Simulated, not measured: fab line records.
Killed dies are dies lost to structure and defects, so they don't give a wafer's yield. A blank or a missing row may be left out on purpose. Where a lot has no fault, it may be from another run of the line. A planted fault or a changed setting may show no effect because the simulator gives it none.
fab line records    flow n5-finfet    part 2 of 2: steps 21 to 24 of 24
record: lots: 5  wafers: 15  last-day: 17
route steps=1938 shown BEOL_M15@1788
lots that met no fault: taken from a fault-free run of the same line
start-h: hours from the record's first day to the start of the lot's first wafer shown    wait-h: hours elapsed since this lot's preceding step    " repeats the value in the row above    L1.1+2: several wafers, shown together as one row    - either no value or no given start    * or withheld: withheld    < > ~ a bound
route shown NAME@n: names a module that has steps shown in the file, with the first one's number in the route    usual: mean/standard deviation of fault-free wafers    same: alike in all rows    chamber/n: place in a boat    sites: the reading at each site    _std_site: standard deviation of those values    _edge_site: outer sites' mean less inner sites'    radius-mm: for every site, how far away it sits from the centre of the wafer    mask NAME#n: copy n    behind: tool/chamber where the wafer was last shaped    hold: why the lot went on hold/how many hours it stayed there/how the hold came to an end    device: the transistor (n, p or np) that didn't switch    end of line: the same wafers' tests at the end of the route    a step with no rows: only its recipe    killed: the dies lost at the first sort to structure and to defects; this is not the yield of the wafer    map: dies across one wafer; x = killed, . = not, _ = none there
set.NAME: the setting as run; set.NAME@STEP: as run at that earlier step    model.NAME: the simulator's own value behind a step, which no gauge read
lots seen at some steps along the route; tables by step, rows by wafer
services: the hour from which a tool's chamber was out of use, counted from the record's first day as start-h (under 0 if before that day), plus the number of hours and why
== steps ==
step: N5_BEOL_M15_ETCH_61
recipe: chemistry: N2/H2  target: BARC  target-depth-a: 890  overetch-a: 267  time-s: 67.9  ion-energy-ev: 200  pressure-mtorr: 30  source-w: 840  bias-w: 150  n2-flow-sccm: 200  h2-flow-sccm: 200
usual: bias-w: 150.0/0.5  chamber-pressure-mTorr: 29.999/0.029  drypump-motor-current-A: 5.7/0.43  oes-product-au: 0.69/0.075  rf-vpp-V: 524.3/2.8  showerhead-plenum-p-Torr: 2.56/0.099  throttle-valve-pct: 17.97/0.28
lot.wafer  tool         chamber  start-h  wait-h  bias-w  chamber-pressure-mTorr  drypump-motor-current-A  oes-product-au  rf-hours-counter-h  rf-vpp-V  showerhead-plenum-p-Torr  throttle-valve-pct
L076.1     rie-diel-06  2        224.18   0.0     149.6   29.992                  6.2                      0.58            228                 525.3     2.62                      17.85
L076.3     "            1        "        "       149.7   30.009                  5.2                      0.69            83                  527.3     2.66                      18.08
L076.6     "            1        "        "       149.6   29.974                  5.2                      0.68            -                   527.5     2.66                      18.07
L078.1     rie-diel-06  2        250.53   0.0     149.8   29.965                  6.2                      0.58            237                 525.8     2.62                      17.87
L078.3     "            3        "        "       149.4   30.003                  5.1                      0.76            32                  521.6     2.50                      17.84
L078.5     "            0        "        "       150.6   30.017                  5.5                      0.75            -                   521.9     2.48                      17.77
L086.2     rie-diel-06  2        347.22   0.0     150.1   29.975                  6.2                      0.82            5                   527.5     2.61                      17.45
L086.5     "            1        "        "       150.2   30.007                  5.3                      0.65            -                   527.2     2.65                      18.12
L086.6     "            2        "        "       150.6   29.995                  6.2                      0.81            -                   526.3     2.61                      17.44
L088.1     rie-diel-02  0        354.47   0.0     149.5   29.987                  5.7                      0.61            214                 526.1     2.66                      18.51
L088.2     "            1        "        "       149.4   30.031                  5.8                      0.60            199                 523.9     2.52                      17.85
L088.4     "            2        "        "       149.4   30.015                  5.7                      0.73            65                  528.7     2.70                      18.14
L092.1     rie-diel-06  2        364.38   0.0     149.9   29.986                  6.2                      0.80            12                  526.4     2.60                      17.46
L092.3     "            0        "        "       149.9   30.028                  5.5                      0.70            67                  521.0     2.46                      17.85
L092.6     "            3        "        "       149.9   29.994                  5.1                      0.72            -                   521.0     2.49                      17.89
step: N5_BEOL_M15_TRENCH_ETCH_34
recipe: chemistry: C4F8/O2/Ar  target: SiO2  target-depth-a: 8729.3  he-inner-torr: 15  he-outer-torr: 30  time-s: 199  ion-energy-ev: 800  pressure-mtorr: 20  source-w: 1905  bias-w: 2040  Ar_flow_sccm: 400  C4F8_flow_sccm: 16  O2_flow_sccm: 12
usual: C4F8_flow_sccm: 16.00/0.05  bias-w: 2040/6  chamber-pressure-mTorr: 20.001/0.016  drypump-motor-current-A: 5.7/0.42  oes-product-au: 0.81/0.093  rf-vpp-V: 2225/51  showerhead-plenum-p-Torr: 3.45/0.12  throttle-valve-pct: 30.9/0.35
lot.wafer  tool         chamber  start-h  wait-h  C4F8_flow_sccm  bias-w  chamber-pressure-mTorr  drypump-motor-current-A  oes-product-au  rf-hours-counter-h  rf-vpp-V  showerhead-plenum-p-Torr  throttle-valve-pct
L076.1     rie-diel-06  2        224.23   0.0     16.01           2043    20.007                  6.2                      0.68            228                 2209      3.48                      30.4
L076.3     "            1        "        "       15.95           2039    20.001                  5.3                      0.81            83                  2282      3.59                      31.2
L076.6     "            1        "        "       15.95           2039    20.023                  5.2                      0.79            -                   2282      3.59                      31.2
L078.1     rie-diel-06  2        250.58   0.0     16.07           2045    19.987                  6.2                      0.67            237                 2209      3.48                      30.4
L078.3     "            3        "        "       16.00           2038    20.015                  5.1                      0.90            33                  2136      3.39                      31.1
L078.5     "            0        "        "       15.98           2046    20.015                  5.5                      0.90            -                   2315      3.37                      31.0
L086.2     rie-diel-06  2        347.27   0.0     15.96           2041    20.000                  6.2                      0.96            5                   2209      3.47                      30.1
L086.5     "            1        "        "       15.99           2032    19.991                  5.2                      0.76            -                   2281      3.57                      31.2
L086.6     "            2        "        "       15.97           2037    19.994                  6.2                      0.97            -                   2209      3.47                      30.1
L088.1     rie-diel-02  0        354.52   0.0     16.00           2034    20.010                  5.7                      0.71            214                 2295      3.51                      31.0
L088.2     "            1        "        "       15.99           2038    20.002                  5.8                      0.71            199                 2192      3.42                      30.9
L088.4     "            2        "        "       16.05           2040    19.981                  5.7                      0.87            65                  2209      3.63                      31.2
L092.1     rie-diel-06  2        364.43   0.0     16.02           2038    19.992                  6.2                      0.95            12                  2208      3.47                      30.1
L092.3     "            0        "        "       15.91           2040    20.002                  5.5                      0.85            67                  2314      3.35                      31.0
L092.6     "            3        "        "       16.00           2047    19.994                  5.1                      0.87            -                   2135      3.37                      31.1
step: N5_BEOL_M15_STRIP_36
recipe: chemistry: O2  power-w: 600  temp-c: 60  pressure-mtorr: 30  rf-frequency-hz: 6e+07  bias-power-w: 0  overash-fraction: 0.3  o2-flow-sccm: 225
usual: chamber-pressure-mTorr: 30.00/0.059  drypump-motor-current-A: 5.6/0.44  o2-flow-sccm: 224.9/0.73  oes-product-au: 0.83/0.086  rf-vpp-V: 3.7/0.98  showerhead-plenum-p-Torr: 2.11/0.062  throttle-valve-pct: 16.56/0.26
lot.wafer  tool         chamber  start-h  wait-h  chamber-pressure-mTorr  drypump-motor-current-A  o2-flow-sccm  oes-product-au  rf-hours-counter-h  rf-vpp-V  showerhead-plenum-p-Torr  throttle-valve-pct
L076.1     rie-diel-01  2        225.67   1.3     29.92                   5.5                      224.6         0.70            225                 3.7       2.16                      16.92
L076.3     "            3        "        "       29.99                   6.4                      224.1         0.88            19                  4.2       2.11                      16.05
L076.6     "            3        "        "       29.91                   6.4                      225.2         0.88            -                   4.2       2.11                      16.01
L078.1     rie-diel-06  2        254.69   3.9     29.92                   6.2                      225.2         0.69            238                 3.4       2.17                      16.74
L078.3     "            1        "        "       30.07                   5.2                      226.3         0.80            94                  4.2       2.19                      16.85
L078.5     "            1        "        "       30.04                   5.2                      226.1         0.80            -                   4.1       2.19                      16.88
L086.2     rie-diel-01  1        348.61   1.1     30.08                   5.2                      224.1         0.92            14                  3.5       2.12                      16.40
L086.5     "            1        "        "       29.90                   5.2                      223.4         0.93            -                   2.9       2.12                      16.38
L086.6     "            2        "        "       30.06                   5.5                      225.0         0.95            -                   3.3       2.15                      16.60
L088.1     rie-diel-01  3        354.97   0.3     29.94                   6.4                      224.4         0.79            62                  3.3       2.10                      16.12
L088.2     "            0        "        "       29.99                   5.9                      226.2         0.85            44                  4.9       2.03                      16.64
L088.4     "            1        "        "       29.98                   5.2                      224.4         0.93            16                  3.1       2.12                      16.39
L092.1     rie-diel-01  3        378.57   14.0    29.94                   6.4                      225.4         0.78            69                  4.7       2.09                      16.12
L092.3     "            2        "        "       29.88                   5.5                      225.4         0.94            16                  3.9       2.15                      16.64
L092.6     "            0        "        "       30.02                   5.9                      224.7         0.83            -                   3.8       2.03                      16.62
step: N5_BEOL_M15_STRIP_62
recipe: chemistry: O2  power-w: 600  temp-c: 60  pressure-mtorr: 30  rf-frequency-hz: 6e+07  bias-power-w: 0  overash-fraction: 0.3  o2-flow-sccm: 225
usual: chamber-pressure-mTorr: 29.999/0.03  drypump-motor-current-A: 5.6/0.44  o2-flow-sccm: 224.9/0.77  oes-product-au: 0.83/0.087  rf-vpp-V: 3.6/0.49  showerhead-plenum-p-Torr: 2.11/0.062  throttle-valve-pct: 16.56/0.26
lot.wafer  tool         chamber  start-h  wait-h  chamber-pressure-mTorr  drypump-motor-current-A  o2-flow-sccm  oes-product-au  rf-hours-counter-h  rf-vpp-V  showerhead-plenum-p-Torr  throttle-valve-pct
L076.1     rie-diel-01  2        -        -       29.983                  5.5                      225.2         0.71            225                 3.3       2.16                      16.94
L076.3     "            3        "        "       30.001                  6.4                      225.0         0.88            19                  3.4       2.11                      16.04
L076.6     "            3        "        "       29.937                  6.4                      225.4         0.87            -                   3.2       2.11                      16.04
L078.1     rie-diel-06  2        -        -       29.945                  6.2                      225.4         0.67            238                 3.7       2.18                      16.67
L078.3     "            1        "        "       29.994                  5.2                      225.3         0.78            94                  3.2       2.19                      16.85
L078.5     "            1        "        "       30.046                  5.2                      226.1         0.78            -                   3.7       2.19                      16.85
L086.2     rie-diel-01  1        -        -       29.985                  5.2                      225.2         0.94            14                  3.2       2.12                      16.37
L086.5     "            1        "        "       29.998                  5.2                      226.0         0.93            -                   3.7       2.12                      16.37
L086.6     "            2        "        "       29.938                  5.5                      224.2         0.97            -                   3.1       2.15                      16.60
L088.1     rie-diel-01  3        -        -       29.994                  6.4                      225.1         0.80            62                  3.3       2.10                      16.12
L088.2     "            0        "        "       29.969                  5.9                      225.2         0.85            44                  4.0       2.03                      16.64
L088.4     "            1        "        "       30.027                  5.2                      225.1         0.92            16                  4.0       2.12                      16.39
L092.1     rie-diel-01  3        -        -       29.977                  6.4                      225.5         0.79            69                  3.9       2.09                      16.13
L092.3     "            2        "        "       30.056                  5.5                      225.6         0.93            16                  3.7       2.15                      16.61
L092.6     "            0        "        "       29.954                  5.9                      226.3         0.85            -                   3.8       2.03                      16.63
== services ==
tool            chamber  start-h  hours  kind
krf-scanner-01  -        199.78   1.3    pm
rie-diel-01     0        211.47   -      clean
rie-diel-01     0        211.47   -      consumable-replace:focus-ring
rie-diel-01     0        211.47   18.4   scheduled-down
rie-diel-01     0        211.47   18.4   vent-cycle
rie-diel-01     2        218.89   6.3    repair
rie-diel-06     2        227.39   4.3    repair
krf-scanner-02  -        237.46   1.3    pm
rie-diel-06     1        244.69   4.1    repair
krf-scanner-02  -        252.31   1.0    pm
krf-scanner-01  -        263.13   0.8    pm
wet-bench-06    -        274.70   1.9    pm
rie-diel-01     3        282.73   4.1    repair
rie-diel-01     1        286.82   -      clean
rie-diel-01     1        286.82   -      consumable-replace:focus-ring
rie-diel-01     0        304.06   1.6    repair
krf-scanner-01  -        317.16   3.6    pm
rie-diel-06     -        331.06   0.5    repair
wet-bench-06    -        333.94   3.7    repair
krf-scanner-02  -        339.08   0.8    pm
rie-diel-06     1        357.97   1.8    repair
krf-scanner-01  -        363.20   1.0    pm
wet-bench-06    -        373.55   3.9    repair
krf-scanner-01  -        375.68   1.3    pm
